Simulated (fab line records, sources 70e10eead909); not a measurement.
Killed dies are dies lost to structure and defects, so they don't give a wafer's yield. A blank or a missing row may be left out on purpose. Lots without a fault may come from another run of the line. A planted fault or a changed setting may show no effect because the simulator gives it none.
fab line records | flow nand_harc
record lots=13 wafers=39 last_day=24
route steps=1159 shown A_WL_FILL@809 END@1159
lots that met no fault: from a run of the same line without faults
start_h: hours from the record's first day to the start of the lot's first wafer shown | wait_h: hours since the lot's step before | " the same as in the row above | L1.1+2: a row that stands for several wafers | - no value, or no start given | * or withheld: withheld | < > ~ a bound
route shown NAME@n: a module of which the file shows steps, and the number in the route of the first | usual: mean/standard deviation of fault-free wafers | same: alike in all rows | chamber/n: place in a boat | sites: the reading at each site | _std_site: their standard deviation | _edge_site: outer sites' mean less inner sites' | radius_mm: how far each site lies from the wafer's centre | mask NAME#n: copy n | behind: the tool/chamber that last shaped the wafer | hold: why the lot was held/for how many hours/how that ended | device: the transistor (n, p or np) that didn't switch | end of line: the same wafers' tests at the end of the route | a step without rows: its recipe alone | killed: dies lost to structure and defects at the first sort, not the wafer's yield | map: a wafer's dies, x killed, . not, _ none there
set.NAME: the setting as run; set.NAME@STEP: as run at that earlier step | model.NAME: the simulator's own value behind a step, which no gauge read
steps of the route over a sample of lots; a table a step, a row a wafer
services: from which hour (start_h, from the record's first day; less than 0 if before it) a tool's chamber was out of use, for how many hours, and why
## steps
# step NHARC_A_WL_FILL_ALD_00
# recipe target_thk_a=30 pulse_time_s=3 ald_cycles=30 temp_c=300 material=Al2O3
# usual heater_power_w=462/33 precursor_pulse_height_rel=0.999/0.018
# columns lot.wafer tool chamber start_h wait_h heater_power_w precursor_pulse_height_rel
L385.2 ald_hk-01 1 332.36 0.1 430 1.000
L385.3 " 3 " " 421 0.992
L385.1 " 0 " " 482 0.999
L387.3 ald_hk-04 0 336.01 0.2 483 1.003
L387.2 " 1 " " 425 0.998
L387.1 " 2 " " 476 0.983
L389.2 ald_hk-01 0 358.57 0.1 477 0.987
L389.4 " 2 " " 466 0.998
L389.5 " 0 " " 482 0.964
L390.2 ald_hk-02 2 358.84 0.3 506 1.009
L390.6 " 3 " " 412 0.983
L390.5 " 0 " " 491 1.011
L392.3 ald_hk-04 3 363.87 0.2 466 0.990
L392.6 " 1 " " 433 1.004
L392.5 " 2 " " 473 0.990
L394.1 ald_hk-04 0 386.59 0.1 524 1.013
L394.6 " 0 " " 494 0.999
L394.5 " 1 " " 450 1.012
L395.4 ald_hk-02 1 400.22 0.2 424 0.997
L395.6 " 0 " " 498 0.980
L395.5 " 1 " " 414 1.004
L396.2 ald_hk-02 3 405.32 1.2 421 0.971
L396.3 " 0 " " 481 1.042
L396.5 " 1 " " 428 0.967
L402.3 ald_hk-04 1 438.31 0.1 451 0.994
L402.4 " 2 " " 475 0.965
L402.1 " 0 " " 518 0.974
L405.3 ald_hk-04 1 453.13 0.1 445 0.997
L405.4 " 2 " " 479 1.001
L405.2 " 3 " " 486 0.982
L407.1 ald_hk-01 2 467.14 0.1 432 0.994
L407.6 " 0 " " 507 0.969
L407.5 " 1 " " 413 1.011
L406.3 ald_hk-04 0 467.15 0.1 503 1.016
L406.5 " 3 " " 479 1.049
L406.6 " 0 " " 521 1.007
L408.3 ald_hk-01 2 473.71 0.1 434 0.984
L408.1 " 3 " " 432 0.973
L408.2 " 1 " " 407 0.986
# step NHARC_A_WL_FILL_RTA_01
# recipe temp_c=1000 time_s=5
# usual lamp_power_pct=30.9/0.78 wafer_temp_C_max=1004.6/1.4
# columns lot.wafer tool chamber start_h wait_h lamp_power_pct wafer_temp_C_max
L385.1 rtp_anneal-01 0 332.79 0.2 30.1 1002.7
L385.2 " 0 " " 30.2 1003.7
L385.3 " 0 " " 30.2 1004.1
L387.1 rtp_anneal-02 0 336.43 - 31.8 1006.2
L387.2 " 0 " " 31.7 1005.8
L387.3 " 0 " " 31.8 1006.2
L389.2 rtp_anneal-01 0 358.86 - 30.2 1004.4
L389.4 " 0 " " 30.2 1004.2
L389.5 " 0 " " 30.1 1004.9
L390.2 rtp_anneal-01 0 359.06 - 30.1 1003.5
L390.5 " 0 " " 30.2 1003.5
L390.6 " 0 " " 30.2 1002.7
L392.3 rtp_anneal-01 0 364.24 0.3 30.2 1002.7
L392.5 " 0 " " 30.1 1003.3
L392.6 " 0 " " 30.1 1003.6
L394.1 rtp_anneal-02 0 386.86 - 31.7 1005.7
L394.5 " 0 " " 31.8 1005.3
L394.6 " 0 " " 31.8 1006.1
L395.4 rtp_anneal-01 0 400.69 - 30.2 1004.7
L395.5 " 0 " " 30.2 1005.6
L395.6 " 0 " " 30.1 1004.4
L396.2 rtp_anneal-02 0 405.57 - 31.7 1006.0
L396.3 " 0 " " 31.7 1004.9
L396.5 " 0 " " 31.7 1006.9
L402.1 rtp_anneal-01 0 438.60 - 30.2 1003.5
L402.3 " 0 " " 30.1 1004.9
L402.4 " 0 " " 30.2 1003.8
L405.2 rtp_anneal-02 0 453.43 - 31.7 1007.1
L405.3 " 0 " " 31.7 1005.7
L405.4 " 0 " " 31.8 1005.0
L407.1 rtp_anneal-01 0 467.35 - 30.2 1002.7
L407.5 " 0 " " 30.2 1003.6
L407.6 " 0 " " 30.2 1003.5
L406.3 rtp_anneal-02 0 467.61 - 31.7 1006.5
L406.5 " 0 " " 31.7 1007.3
L406.6 " 0 " " 31.7 1004.6
L408.1 rtp_anneal-02 0 473.98 - 31.7 1003.9
L408.2 " 0 " " 31.7 1004.3
L408.3 " 0 " " 31.7 1005.7
# step NHARC_A_WL_FILL_ETCHBACK_04
# recipe target_depth_a=600 time_s=120 chemistry=NF3
# usual drypump_motor_current_A=5.93/0.28 oes_product_au=0.998/0.0094
# columns lot.wafer tool chamber start_h wait_h drypump_motor_current_A oes_product_au rf_hours_counter_h
L385.1 rie_metal-02 1 337.34 2.3 5.40 0.995 3.1
L385.2 " 0 " " 6.34 0.994 3.1
L385.3 " 0 " " 6.33 0.991 -
L387.1 rie_metal-03 0 346.96 5.3 5.86 1.003 1.9
L387.2 " 1 " " 6.06 0.995 1.8
L387.3 " 1 " " 6.07 0.993 -
L389.2 rie_metal-01 0 366.28 2.9 5.87 1.001 0.6
L389.4 " 0 " " 5.86 1.001 -
L389.5 " 1 " " 6.02 1.008 -
L390.2 rie_metal-02 1 369.12 2.4 5.43 0.967 4.2
L390.6 " 0 " " 6.34 0.991 -
L390.5 " 1 " " 5.42 0.979 -
L392.3 rie_metal-02 0 373.63 1.5 6.32 0.987 -
L392.5 " 0 " " 6.34 0.991 -
L392.6 " 1 " " 5.41 0.984 -
L394.1 rie_metal-02 0 397.50 2.3 6.33 0.992 0.0
L394.5 " 0 " " 6.33 0.995 -
L394.6 " 1 " " 5.41 0.995 -
L395.4 rie_metal-02 0 407.94 2.0 6.37 1.010 -
L395.5 " 0 " " 6.39 1.002 -
L395.6 " 1 " " 5.40 0.998 -
L396.2 rie_metal-01 0 412.91 2.9 5.90 1.010 1.9
L396.3 " 1 " " 6.01 1.010 -
L396.5 " 1 " " 6.01 1.009 -
L402.1 rie_metal-03 1 443.35 2.9 6.03 0.990 4.4
L402.3 " 1 " " 6.01 0.993 -
L402.4 " 0 " " 5.87 1.007 -
L405.2 rie_metal-01 1 460.24 2.4 6.03 1.001 3.8
L405.4 " 0 " " 5.92 0.993 -
L405.3 " 1 " " 6.05 1.005 -
L407.1 rie_metal-03 1 472.48 2.3 5.97 1.000 0.0
L407.6 " 1 " " 6.01 1.013 -
L407.5 " 0 " " 5.86 1.003 -
L406.3 rie_metal-03 1 475.40 2.0 6.03 1.003 -
L406.6 " 0 " " 5.89 0.993 -
L406.5 " 1 " " 6.02 1.017 -
L408.1 rie_metal-01 1 479.74 2.4 6.03 1.009 4.3
L408.2 " 0 " " 5.85 1.004 4.3
L408.3 " 0 " " 5.85 0.987 -
# step NHARC_A_WL_FILL_ETCHBACK_26
# recipe target_depth_a=520 time_s=13.3 hbr_flow_sccm=150 rf_w=350 icp_w=350 bias_w=60 chemistry=HBr
# usual drypump_motor_current_A=5.9/0.36 hbr_flow_sccm=150.0/0.45 oes_product_au=0.997/0.0094 throttle_valve_pct=23.265/0.0097
# columns lot.wafer tool chamber start_h wait_h drypump_motor_current_A hbr_flow_sccm oes_product_au rf_hours_counter_h throttle_valve_pct
L385.2 rie_si-05 2 356.74 0.4 5.5 149.5 1.000 0.8 23.269
L385.3 " 0 " " 5.9 150.2 1.010 0.8 23.242
L385.1 " 1 " " 5.7 149.9 1.009 0.8 23.259
L387.2 rie_si-01 2 363.11 0.4 6.5 149.8 1.001 0.3 23.270
L387.1 " 0 " " 5.5 150.2 0.987 0.3 23.276
L387.3 " 1 " " 6.0 150.8 0.995 0.4 23.275
L389.2 rie_si-04 1 382.55 0.4 6.1 149.4 0.996 0.8 23.265
L389.4 " 2 " " 6.2 150.0 1.017 0.8 23.282
L389.5 " 1 " " 6.0 149.0 1.006 - 23.271
L390.2 rie_si-05 3 385.55 0.4 6.2 150.0 1.001 1.1 23.273
L390.5 " 2 " " 5.5 150.3 1.002 - 23.262
L390.6 " 3 " " 6.2 150.1 0.990 - 23.250
L392.3 rie_si-04 1 389.20 0.4 6.1 150.6 0.993 0.8 23.277
L392.5 " 3 " " 5.1 149.0 1.000 - 23.268
L392.6 " 0 " " 5.7 150.7 0.999 - 23.263
L394.1 rie_si-05 1 412.26 0.4 5.7 150.0 1.022 1.2 23.254
L394.6 " 3 " " 6.2 149.2 0.992 - 23.259
L394.5 " 0 " " 5.9 150.1 0.994 - 23.266
L395.4 rie_si-04 0 420.76 0.4 5.8 149.3 0.987 1.0 23.263
L395.5 " 0 " " 5.8 150.8 0.984 - 23.273
L395.6 " 1 " " 6.0 150.3 0.997 - 23.261
L396.3 rie_si-01 1 428.66 0.4 6.0 150.9 1.002 0.7 23.257
L396.2 " 2 " " 6.5 150.3 1.006 0.7 23.287
L396.5 " 1 " " 6.0 149.9 0.995 - 23.261
L402.3 rie_si-01 2 461.82 0.4 6.5 150.0 1.006 1.1 23.278
L402.4 " 0 " " 5.5 149.7 1.000 1.1 23.253
L402.1 " 1 " " 6.0 149.6 0.861 1.1 23.269
L405.3 rie_si-01 0 477.40 0.4 5.5 149.6 0.993 1.2 23.263
L405.4 " 2 " " 6.5 149.9 1.004 1.2 23.270
L405.2 " 3 " " 5.8 150.6 0.857 1.3 23.253
L407.1 rie_si-05 3 488.56 0.4 6.2 150.0 0.999 0.4 23.262
L407.5 " 3 " " 6.2 149.8 1.005 - 23.274
L407.6 " 0 " " 5.9 149.3 1.008 - 23.268
L406.3 rie_si-04 2 488.59 0.4 6.2 149.8 0.998 0.2 23.266
L406.5 " 3 " " 5.0 150.7 1.013 - 23.259
L406.6 " 0 " " 5.7 149.5 0.996 - 23.255
L408.1 rie_si-05 2 495.51 0.4 5.5 150.2 0.998 0.4 23.262
L408.3 " 3 " " 6.2 150.1 0.997 0.4 23.265
L408.2 " 0 " " 5.9 150.2 0.995 0.5 23.254
# step NHARC_END_SORT_01
# recipe temp_c=25
# usual killed_at_array=26/10 killed_at_other=0.5/0.87 killed_at_periphery=3.0/2.5 killed_dies=29/11 killed_open=3.3/1.9 killed_short=1.8/1.5
# same gross_dies=677
# columns lot.wafer tool chamber start_h wait_h killed_at_array killed_at_other killed_at_periphery killed_dies killed_open killed_short
L385.1 prober-02 0 439.18 2.5 12 0 3 15 3 2
L385.2 prober-02 0 439.98 2.8 11 0 3 14 1 2
L385.3 prober-02 0 440.77 3.1 18 0 1 19 10 2
L387.1 prober-02 0 452.54 2.5 7 0 0 7 3 1
L387.2 prober-02 0 453.34 2.8 12 1 3 16 2 3
L387.3 prober-02 0 454.14 3.1 16 0 1 17 8 4
L389.2 prober-02 0 464.07 2.8 28 1 2 31 4 0
L389.4 prober-02 0 465.65 3.4 30 0 3 33 2 1
L389.5 prober-02 0 466.44 3.7 35 1 2 38 2 0
L390.2 prober-02 0 471.79 2.8 19 1 4 24 3 2
L390.5 prober-02 0 474.16 3.7 17 0 5 22 4 1
L390.6 prober-02 0 474.95 3.9 19 0 5 24 4 1
L392.3 prober-01 0 483.63 3.1 29 0 0 29 4 0
L392.5 prober-01 0 485.24 3.7 24 1 0 25 2 4
L392.6 prober-01 0 486.04 4.0 27 1 1 29 7 1
L394.1 prober-01 0 491.30 2.5 22 0 3 25 2 2
L394.5 prober-01 0 494.47 3.7 21 5 2 28 5 2
L394.6 prober-01 0 495.27 4.0 29 0 5 34 3 3
L395.4 prober-02 0 501.54 3.4 41 0 2 43 7 0
L395.5 prober-02 0 502.35 3.7 32 1 1 34 5 0
L395.6 prober-02 0 503.15 4.0 38 0 1 39 1 0
L396.2 prober-01 0 512.30 2.8 15 1 5 21 4 1
L396.3 prober-01 0 513.09 3.1 23 0 4 27 3 0
L396.5 prober-01 0 514.68 3.7 23 1 3 27 7 3
L402.1 prober-01 0 557.93 2.5 32 1 4 37 2 5
L402.3 prober-01 0 559.51 3.1 32 0 4 36 4 2
L402.4 prober-01 0 560.30 3.4 30 1 2 33 6 0
L405.2 prober-02 0 558.67 2.8 9 0 2 11 3 1
L405.3 prober-02 0 559.46 3.1 14 0 3 17 0 5
L405.4 prober-02 0 560.26 3.4 11 0 2 13 3 0
L407.1 prober-02 0 574.36 2.5 28 0 1 29 2 0
L407.5 prober-02 0 577.47 3.6 34 1 2 37 1 5
L407.6 prober-02 0 578.25 3.9 46 2 1 49 4 4
L406.3 prober-01 0 575.97 3.1 21 1 6 28 3 3
L406.5 prober-01 0 577.60 3.8 27 1 9 37 4 1
L406.6 prober-01 0 578.41 4.1 18 2 5 25 0 3
L408.1 prober-01 0 582.20 2.5 52 0 2 54 1 1
L408.2 prober-01 0 583.00 2.8 36 0 1 37 0 1
L408.3 prober-01 0 583.80 3.1 44 0 3 47 5 3
# killed by level:class
L385.1 A_M0:geometric_particle:open=3 P_M1:chamber_film_flake=2 A_CHANNEL_HOLE_D1:chamber_film_flake=2 A_CONTACT:chamber_film_flake=2 A_CHANNEL_FILL_D1:geometric_particle:short=1 A_BLC:geometric_particle:short=1 P_M2:chamber_film_flake=1 A_CHANNEL_FILL_D1:chamber_film_flake=1
L385.2 A_CHANNEL_HOLE_D1:chamber_film_flake=3 P_M1:chamber_film_flake=2 A_ONON_D1:geometric_particle:short=1 A_WL_FILL:geometric_particle:short=1 A_WL_FILL:geometric_particle:open=1 P_BONDPAD:chamber_film_flake=1 A_ZERO_WELL:chamber_film_flake=1 A_CHANNEL_FILL_D1:chamber_film_flake=1
L385.3 A_CHANNEL_FILL_D1:geometric_particle:open=3 A_M0:geometric_particle:open=3 A_CHANNEL_HOLE_D1:chamber_film_flake=3 A_SOURCE_PLATE:geometric_particle:short=2 A_ONON_D1:geometric_particle:open=2 A_WL_FILL:geometric_particle:open=1 A_CONTACT:geometric_particle:open=1 P_M1:chamber_film_flake=1
L387.1 A_ONON_D1:geometric_particle:open=2 A_WL_FILL:geometric_particle:short=1 A_CONTACT:geometric_particle:open=1 A_CHANNEL_HOLE_D1:chamber_film_flake=1 A_WL_FILL:chamber_film_flake=1 A_CONTACT:chamber_film_flake=1
L387.2 A_CONTACT:chamber_film_flake=4 A_CHANNEL_FILL_D1:geometric_particle:short=2 A_CHANNEL_HOLE_D1:chamber_film_flake=2 A_CHANNEL_FILL_D1:chamber_film_flake=2 P_CONTACT:geometric_particle:open=1 P_CONTACT:geometric_particle:short=1 A_CONTACT:geometric_particle:open=1 P_GATE:chamber_film_flake=1
L387.3 A_CONTACT:geometric_particle:open=3 A_CHANNEL_FILL_D1:geometric_particle:open=2 A_CONTACT:geometric_particle:short=2 A_CHANNEL_HOLE_D1:chamber_film_flake=2 A_CHANNEL_FILL_D1:chamber_film_flake=2 P_M0:geometric_particle:open=1 A_CHANNEL_FILL_D1:geometric_particle:short=1 A_WL_FILL:geometric_particle:short=1
L389.2 A_SLIT:chamber_film_flake=11 A_CHANNEL_HOLE_D1:chamber_film_flake=9 A_CONTACT:chamber_film_flake=3 A_CONTACT:geometric_particle:open=2 A_STAIRCASE:chamber_film_flake=2 P_M0:geometric_particle:open=1 A_WL_FILL:geometric_particle:open=1 P_ZERO_WELL:chamber_film_flake=1
L389.4 A_CHANNEL_HOLE_D1:chamber_film_flake=16 A_SLIT:chamber_film_flake=11 P_CONTACT:geometric_particle:open=2 A_CONTACT:chamber_film_flake=2 P_M0:geometric_particle:short=1 A_M0:chamber_film_flake=1
L389.5 A_CHANNEL_HOLE_D1:chamber_film_flake=16 A_SLIT:chamber_film_flake=11 A_CONTACT:chamber_film_flake=4 P_ZERO_WELL:chamber_film_flake=2 A_SGD_CUT:geometric_particle:open=1 A_CONTACT:geometric_particle:open=1 A_WL_FILL:chamber_film_flake=1 A_BLC:chamber_film_flake=1
L390.2 A_CHANNEL_HOLE_D1:chamber_film_flake=13 A_ZERO_WELL:chamber_film_flake=2 P_M0:geometric_particle:short=1 P_M0:geometric_particle:open=1 A_SGD_CUT:geometric_particle:open=1 A_CONTACT:geometric_particle:short=1 A_CONTACT:geometric_particle:open=1 P_ZERO_WELL:chamber_film_flake=1
L390.5 A_CHANNEL_HOLE_D1:chamber_film_flake=11 A_SGD_CUT:chamber_film_flake=3 P_M0:geometric_particle:open=1 P_M1:geometric_particle:open=1 P_M1:geometric_particle:short=1 P_M2:geometric_particle:open=1 A_WL_FILL:geometric_particle:open=1 A_CHANNEL_FILL_D1:chamber_film_flake=1
L390.6 A_CHANNEL_HOLE_D1:chamber_film_flake=9 A_CONTACT:chamber_film_flake=5 P_ZERO_WELL:chamber_film_flake=3 P_M0:geometric_particle:open=2 A_CONTACT:geometric_particle:open=2 A_SGD_CUT:chamber_film_flake=2 A_M0:geometric_particle:short=1
L392.3 A_CHANNEL_HOLE_D1:chamber_film_flake=14 A_SLIT:chamber_film_flake=6 A_ONON_D1:geometric_particle:open=2 A_CHANNEL_FILL_D1:chamber_film_flake=2 A_CONTACT:geometric_particle:open=1 A_M1:geometric_particle:open=1 A_ZERO_WELL:chamber_film_flake=1 A_STAIRCASE:chamber_film_flake=1
L392.5 A_CHANNEL_HOLE_D1:chamber_film_flake=15 A_CHANNEL_HOLE_D1:geometric_particle:short=2 A_SLIT:chamber_film_flake=2 A_ONON_D1:geometric_particle:short=1 A_CHANNEL_FILL_D1:geometric_particle:short=1 A_SGD_CUT:geometric_particle:open=1 STARTING-WAFER:geometric_particle:open=1 A_STAIRCASE:chamber_film_flake=1
L392.6 A_CHANNEL_HOLE_D1:chamber_film_flake=15 A_SLIT:chamber_film_flake=2 A_CONTACT:chamber_film_flake=2 P_GATE:geometric_particle:open=1 A_ONON_D1:geometric_particle:short=1 A_ONON_D1:geometric_particle:open=1 A_SGD_CUT:geometric_particle:open=1 A_WL_FILL:geometric_particle:open=1
L394.1 A_SLIT:chamber_film_flake=14 A_CHANNEL_HOLE_D1:chamber_film_flake=3 A_BLC:geometric_particle:short=2 P_CONTACT:geometric_particle:open=1 P_M1:geometric_particle:open=1 P_GATE:chamber_film_flake=1 A_STAIRCASE:chamber_film_flake=1 A_WL_FILL:chamber_film_flake=1
L394.5 A_SLIT:chamber_film_flake=9 A_CHANNEL_HOLE_D1:chamber_film_flake=3 A_STAIRCASE:chamber_film_flake=3 THIN_TSV:chamber_film_flake=3 STARTING-WAFER:geometric_particle:open=2 P_CONTACT:geometric_particle:short=1 A_CHANNEL_FILL_D1:geometric_particle:open=1 A_SLIT:geometric_particle:open=1
L394.6 A_SLIT:chamber_film_flake=14 A_CHANNEL_HOLE_D1:chamber_film_flake=7 A_WL_FILL:chamber_film_flake=4 P_STI:chamber_film_flake=2 P_GATE:geometric_particle:short=1 P_M0:geometric_particle:short=1 P_M0:geometric_particle:open=1 A_SOURCE_PLATE:geometric_particle:short=1
L395.4 A_CHANNEL_HOLE_D1:chamber_film_flake=19 A_SLIT:chamber_film_flake=10 A_M1:chamber_film_flake=3 A_STAIRCASE:chamber_film_flake=2 A_CONTACT:chamber_film_flake=2 P_GATE:geometric_particle:open=1 P_CONTACT:geometric_particle:open=1 A_ONON_D1:geometric_particle:open=1
L395.5 A_CHANNEL_HOLE_D1:chamber_film_flake=11 A_SLIT:chamber_film_flake=11 A_CONTACT:chamber_film_flake=4 A_M1:chamber_film_flake=2 P_GATE:geometric_particle:open=1 A_ONON_D1:geometric_particle:open=1 A_SGD_CUT:geometric_particle:open=1 A_CONTACT:geometric_particle:open=1
L395.6 A_CHANNEL_HOLE_D1:chamber_film_flake=16 A_SLIT:chamber_film_flake=14 A_STAIRCASE:chamber_film_flake=2 A_CONTACT:chamber_film_flake=2 A_M1:chamber_film_flake=2 P_CONTACT:geometric_particle:open=1 A_CHANNEL_FILL_D1:chamber_film_flake=1 A_WL_FILL:chamber_film_flake=1
L396.2 A_SLIT:chamber_film_flake=7 A_CHANNEL_HOLE_D1:chamber_film_flake=3 A_STAIRCASE:chamber_film_flake=2 P_GATE:geometric_particle:open=1 P_CONTACT:geometric_particle:open=1 P_M0:geometric_particle:open=1 A_CONTACT:geometric_particle:open=1 A_BLC:geometric_particle:short=1
L396.3 A_SLIT:chamber_film_flake=11 A_STAIRCASE:chamber_film_flake=4 A_CONTACT:chamber_film_flake=4 A_CHANNEL_HOLE_D1:chamber_film_flake=3 P_GATE:geometric_particle:open=1 P_CONTACT:geometric_particle:open=1 A_CONTACT:geometric_particle:open=1 P_STI:chamber_film_flake=1
L396.5 A_SLIT:chamber_film_flake=12 A_CONTACT:geometric_particle:open=2 A_BLC:geometric_particle:open=2 A_CONTACT:chamber_film_flake=2 P_CONTACT:geometric_particle:open=1 P_M0:geometric_particle:short=1 P_M2:geometric_particle:open=1 A_CHANNEL_FILL_D1:geometric_particle:short=1
L402.1 A_CHANNEL_HOLE_D1:chamber_film_flake=20 A_STAIRCASE:chamber_film_flake=4 A_CONTACT:chamber_film_flake=4 P_GATE:geometric_particle:short=1 P_CONTACT:geometric_particle:short=1 P_M0:geometric_particle:short=1 A_SOURCE_PLATE:geometric_particle:open=1 A_STAIRCASE:geometric_particle:short=1
L405.2 A_STAIRCASE:chamber_film_flake=4 P_CONTACT:geometric_particle:open=1 A_SOURCE_PLATE:geometric_particle:open=1 A_ONON_D1:geometric_particle:short=1 A_M0:geometric_particle:open=1 P_GATE:chamber_film_flake=1 A_CHANNEL_HOLE_D1:chamber_film_flake=1 A_CONTACT:chamber_film_flake=1
L405.3 A_CHANNEL_HOLE_D1:chamber_film_flake=3 A_STAIRCASE:chamber_film_flake=3 A_CONTACT:chamber_film_flake=3 A_ONON_D1:geometric_particle:short=2 A_CHANNEL_FILL_D1:geometric_particle:short=2 P_GATE:chamber_film_flake=2 A_M0:geometric_particle:short=1 P_M0:chamber_film_flake=1
L402.3 A_CHANNEL_HOLE_D1:chamber_film_flake=16 A_CONTACT:chamber_film_flake=9 P_STI:chamber_film_flake=2 P_GATE:geometric_particle:short=1 A_CHANNEL_FILL_D1:geometric_particle:open=1 A_SGD_CUT:geometric_particle:open=1 A_WL_FILL:geometric_particle:open=1 A_CONTACT:geometric_particle:short=1
L405.4 A_CHANNEL_HOLE_D1:chamber_film_flake=5 A_STAIRCASE:chamber_film_flake=3 P_GATE:geometric_particle:open=1 A_CHANNEL_FILL_D1:geometric_particle:open=1 A_CONTACT:geometric_particle:open=1 P_GATE:chamber_film_flake=1 A_CONTACT:chamber_film_flake=1
L402.4 A_CHANNEL_HOLE_D1:chamber_film_flake=15 A_CONTACT:chamber_film_flake=7 A_CONTACT:geometric_particle:open=2 A_STAIRCASE:chamber_film_flake=2 P_M0:geometric_particle:open=1 A_ONON_D1:geometric_particle:open=1 A_SGD_CUT:geometric_particle:open=1 A_M0:geometric_particle:open=1
L407.1 A_SLIT:chamber_film_flake=13 A_CHANNEL_HOLE_D1:chamber_film_flake=5 A_STAIRCASE:chamber_film_flake=5 A_WL_FILL:chamber_film_flake=2 A_CONTACT:geometric_particle:open=1 A_M1:geometric_particle:open=1 P_M2:chamber_film_flake=1 A_CONTACT:chamber_film_flake=1
L406.3 A_CHANNEL_HOLE_D1:chamber_film_flake=9 A_CONTACT:chamber_film_flake=6 P_STI:chamber_film_flake=3 P_M2:chamber_film_flake=2 P_M2:geometric_particle:open=1 A_ONON_D1:geometric_particle:short=1 A_CHANNEL_HOLE_D1:geometric_particle:short=1 A_WL_FILL:geometric_particle:short=1
L407.5 A_SLIT:chamber_film_flake=18 A_CHANNEL_HOLE_D1:chamber_film_flake=4 A_STAIRCASE:chamber_film_flake=3 A_CONTACT:chamber_film_flake=3 A_WL_FILL:geometric_particle:short=2 A_M0:geometric_particle:short=2 P_M0:geometric_particle:open=1 A_CONTACT:geometric_particle:short=1
L406.5 A_CHANNEL_HOLE_D1:chamber_film_flake=11 P_M2:chamber_film_flake=7 A_STAIRCASE:chamber_film_flake=6 A_CONTACT:chamber_film_flake=3 A_CONTACT:geometric_particle:open=2 A_M0:chamber_film_flake=2 P_CONTACT:geometric_particle:open=1 A_ONON_D1:geometric_particle:short=1
L407.6 A_SLIT:chamber_film_flake=21 A_STAIRCASE:chamber_film_flake=8 A_CHANNEL_HOLE_D1:chamber_film_flake=6 A_CHANNEL_FILL_D1:geometric_particle:short=3 A_CHANNEL_FILL_D1:chamber_film_flake=3 THIN_TSV:chamber_film_flake=2 P_GATE:geometric_particle:open=1 A_ONON_D1:geometric_particle:open=1
L406.6 A_CONTACT:chamber_film_flake=5 A_CHANNEL_HOLE_D1:chamber_film_flake=4 P_STI:chamber_film_flake=3 A_ONON_D1:geometric_particle:short=2 P_M2:chamber_film_flake=2 A_SLIT:chamber_film_flake=2 A_WL_FILL:chamber_film_flake=2 THIN_TSV:chamber_film_flake=2
L408.1 A_SLIT:chamber_film_flake=20 A_CHANNEL_HOLE_D1:chamber_film_flake=14 A_STAIRCASE:chamber_film_flake=10 A_CONTACT:chamber_film_flake=5 P_CONTACT:geometric_particle:short=1 A_BLC:geometric_particle:open=1 P_GATE:chamber_film_flake=1 A_WL_FILL:chamber_film_flake=1
L408.2 A_SLIT:chamber_film_flake=19 A_CONTACT:chamber_film_flake=8 A_STAIRCASE:chamber_film_flake=5 A_CHANNEL_HOLE_D1:chamber_film_flake=3 A_ONON_D1:geometric_particle:short=1 P_STI:chamber_film_flake=1
L408.3 A_SLIT:chamber_film_flake=20 A_CHANNEL_HOLE_D1:chamber_film_flake=7 A_STAIRCASE:chamber_film_flake=6 A_CONTACT:chamber_film_flake=4 P_GATE:geometric_particle:short=1 P_M0:geometric_particle:open=1 P_M1:geometric_particle:open=1 A_CHANNEL_FILL_D1:geometric_particle:open=1
## services
# columns tool chamber start_h hours kind
rie_si-01 0 316.86 4.5 repair
rie_metal-01 - 332.00 9.0 pm
rie_si-05 2 334.74 15.2 repair
rie_si-05 - 366.65 1.3 repair
ald_hk-04 - 371.15 10.0 pm
ald_hk-04 0 371.15 10.0 vent_cycle
ald_hk-04 1 371.15 10.0 vent_cycle
ald_hk-04 2 371.15 10.0 vent_cycle
ald_hk-04 3 371.15 10.0 vent_cycle
rie_metal-02 - 388.00 9.0 pm
rie_si-01 2 393.17 15.7 repair
rie_si-01 1 395.98 11.6 repair
rie_si-01 - 399.23 0.7 repair
ald_hk-01 - 408.20 10.0 pm
rie_si-01 0 408.96 6.3 repair
rie_si-05 - 416.00 9.0 pm
rie_metal-03 - 453.00 9.0 pm
rie_si-04 - 453.00 9.0 pm
rie_metal-02 - 455.68 2.1 repair
ald_hk-02 - 461.79 10.0 pm
rie_metal-01 1 465.39 4.4 repair
rie_si-05 3 467.88 4.2 repair
rie_metal-02 - 469.27 23.2 repair
rie_si-01 - 481.00 9.0 pm
## key
first_sign step=NHARC_A_WL_FILL_ETCHBACK_26 reading=oes_product_au direction=down sigmas=15 usual=0.997 struck=0.859
effect none on later readings
met_at NHARC_A_WL_FILL_ETCHBACK_26
struck_lots L402,L405
struck_wafers L402.1,L405.2
tester_left_out L402,L405
not_acting_at NHARC_A_WL_FILL_ALD_00,NHARC_A_WL_FILL_RTA_01,NHARC_A_WL_FILL_ETCHBACK_04
onset_between 428.66 461.82
fault kind=process_parameter_drift tool=rie_si-01 chamber=- onset_h=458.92 steps=NHARC_A_WL_FILL_ETCHBACK_26 channel=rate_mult offset=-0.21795 shape=step end_h=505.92 scope=struck_wafers_only
# tester_left_out: of these lots the tester's yield and bins aren't shown, on N5 and GAA mostly nor the transistor test; their killed dies are dies lost to structure and defects alone, not to doping, threshold or leakage, so they don't give the yield
